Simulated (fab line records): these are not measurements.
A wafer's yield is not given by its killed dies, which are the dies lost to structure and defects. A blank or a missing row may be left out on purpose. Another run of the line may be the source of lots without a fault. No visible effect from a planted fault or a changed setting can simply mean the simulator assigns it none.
Comparing a struck lot with a sound one ; flow n5-finfet ; 19 out of 1938 route steps
Sound: the wafers L710.1, L710.3, L710.5. Wafers struck: L720.1, L720.2, L720.5. The cause comes at the end.
Per side, at each step with rows, come the tool, then ch with its chambers, and then its first start. Under that, the readings that differ: sound wafers ; struck wafers ; difference of the means ; sigmas: that difference in standard deviations of wafers without a fault.
alike: readings with means less than 2 such deviations apart, plus words and numbers identical on both sides. not compared: withheld readings, readings lacking a value on some wafer, bounds such as >300 that could conceal the same value, and numbers that have no deviation in the record and whose values overlap.
A row with sigmas, a row that says differs or no value, or rows on one side alone: a step with any of these is where the two part. When numbers do not overlap yet have no deviation, they are printed without sigmas and do not part them. A reading missing from all wafers of one side parts the sides only when that side holds two or more wafers.

N5_BEOL_M0_SAQP_HM_DEP_02: deposits TiN, target thk 12 nm.
  sound on pvd-sputter-02 at day 6 20:40; struck on pvd-sputter-02 at day 8 17:50
  alike: substrate-temp-c, susceptor-temp-C, throttle-valve-pct
N5_BEOL_M0_SAQP_PECVD_03: deposits SiCN from 3MS/NH3, target thk 12 nm, time 21.1 s.
  sound on pecvd-01 ch 1,2, day 6 20:47; struck on pecvd-03 ch 0,2, day 8 17:58
  alike: showerhead-plenum-p-Torr, throttle-valve-pct
N5_BEOL_M0_SAQP_PECVD_96: deposits a-Si from SiH4/He, target thk 45 nm, time 45.2 s.
  sound on pecvd-01 ch 1,2, day 6 20:49; struck on pecvd-03 ch 0,2, day 8 17:59
  alike: heater-power-w, showerhead-plenum-p-Torr, susceptor-temp-C, throttle-valve-pct
N5_BEOL_M0_SAQP_PECVD_97: deposits SiNx from SiH4/NH3/N2, target thk 23 nm, time 19.9 s.
  sound on pecvd-01 ch 1,2, day 6 20:53; struck on pecvd-03 ch 0,2, day 8 18:02
  alike: heater-power-w, showerhead-plenum-p-Torr, susceptor-temp-C, throttle-valve-pct
then, 1 step without rows for these wafers: N5_BEOL_M0_SAQP_PECVD_04 (deposits a-Si from SiH4/He, target thk 60 nm, time 60.2 s).
N5_BEOL_M0_SAQP_THK_MEAS_05:
  sound on film-metro-02 at day 6 21:05; struck on film-metro-02 at day 8 18:10
  alike: thk-nm
N5_BEOL_M0_SAQP_HM_DEP_111: deposits SiO2 from SiH4/N2O, target thk 12 nm, time 7.2 s.
  sound on pecvd-01 ch 1,2, day 6 21:07; struck on pecvd-03 ch 0,1, day 8 18:13
reading;sound;struck;difference;sigmas
showerhead-plenum-p-Torr (Torr);8.02 8.01 7.98;8.33 8.33 8.30;+0.32;+3
  alike: heater-power-w, susceptor-temp-C
then, 5 steps without rows for these wafers: N5_BEOL_M0_SAQP_COAT_81 (time 60 s, resist thk 100 nm); N5_BEOL_M0_SAQP_COAT_82 (time 60 s, resist thk 30 nm); N5_BEOL_M0_SAQP_COAT_08 (resist thk 90 nm); N5_BEOL_M0_SAQP_EBR_10; N5_BEOL_M0_SAQP_SOFTBAKE_09 (time 60 s).
N5_BEOL_M0_SAQP_EXPOSE_11: exposes mask M0 CORE, target cd 42 nm.
  sound on arfi-scanner-01 ch 0, day 6 21:28; struck on arfi-scanner-01 ch 0, day 8 18:32
reading;sound;struck;difference;sigmas
exposure-dose-mJ-cm2;54.95 54.97 54.91;53.44 53.51 53.53;-1.45;-23
  alike: mask
then, 2 steps without rows for these wafers: N5_BEOL_M0_SAQP_PEB_12 (peb time 60 s); N5_BEOL_M0_SAQP_DEVELOP_13 (develop time 30 s).
N5_BEOL_M0_SAQP_CD_MEAS_14 targets a cd of 42.5 nm.
  sound on cd-sem-03 ch 0, day 6 21:35; struck on cd-sem-01 ch 0, day 8 18:39
reading;sound;struck;difference;sigmas
cd-nm (nm);42.4 42.9 42.5;37.0 40.3 39.1;-3.8;-12
N5_BEOL_M0_SAQP_OVL_MEAS_15:
  sound on overlay-01 ch 0, day 6 23:29; struck on overlay-01 ch 0, day 8 18:41
  alike: M0_CORE_OVL
-- record jumps: 4 days separate the struck wafers' starts on either side; left off in module BEOL_M0_SAQP, taken up again in module BEOL_M4, whose first shown step is the route's number 1111 --
N5_BEOL_M4_RC_MEAS_101:
  sound on prober-01 ch 0, day 11 04:30; struck on prober-01 ch 0, day 13 00:51
  alike: DIBL_N, DIBL_P, IOFF_N, IOFF_P, ION_N, ION_P, SS_N, SS_P, VT_N, VT_P
-- here the record skips 5 days between the struck wafers' starts before and after, leaving off in module BEOL_M4 and picking up in module PASSIVATION (first step shown: number 1936 of the route) --
N5_PASSIVATION_PROBE_49:
  sound on prober-01 at day 15 05:40; struck on prober-02 at day 17 22:56
reading;sound;struck;difference;sigmas
killed_at_M0_to_M3;40 42 50;149 43 38;+33;+3
sort_bin_5_function (%);5.4 5.6 6.0;14.2 4.8 5.4;+2.5;+2
  alike: defect-limited-yield, killed_at_M4_up, killed-at-contacts, killed-at-front-end, killed-at-other, killed-dies, killed-open, killed-short, sort_bin_6_memory, sort-n-pass, sort-yield-pct

WHERE THEY PART
First at N5_BEOL_M0_SAQP_HM_DEP_111; last, within this record, at N5_PASSIVATION_PROBE_49.

WHY: whatever the simulator had introduced
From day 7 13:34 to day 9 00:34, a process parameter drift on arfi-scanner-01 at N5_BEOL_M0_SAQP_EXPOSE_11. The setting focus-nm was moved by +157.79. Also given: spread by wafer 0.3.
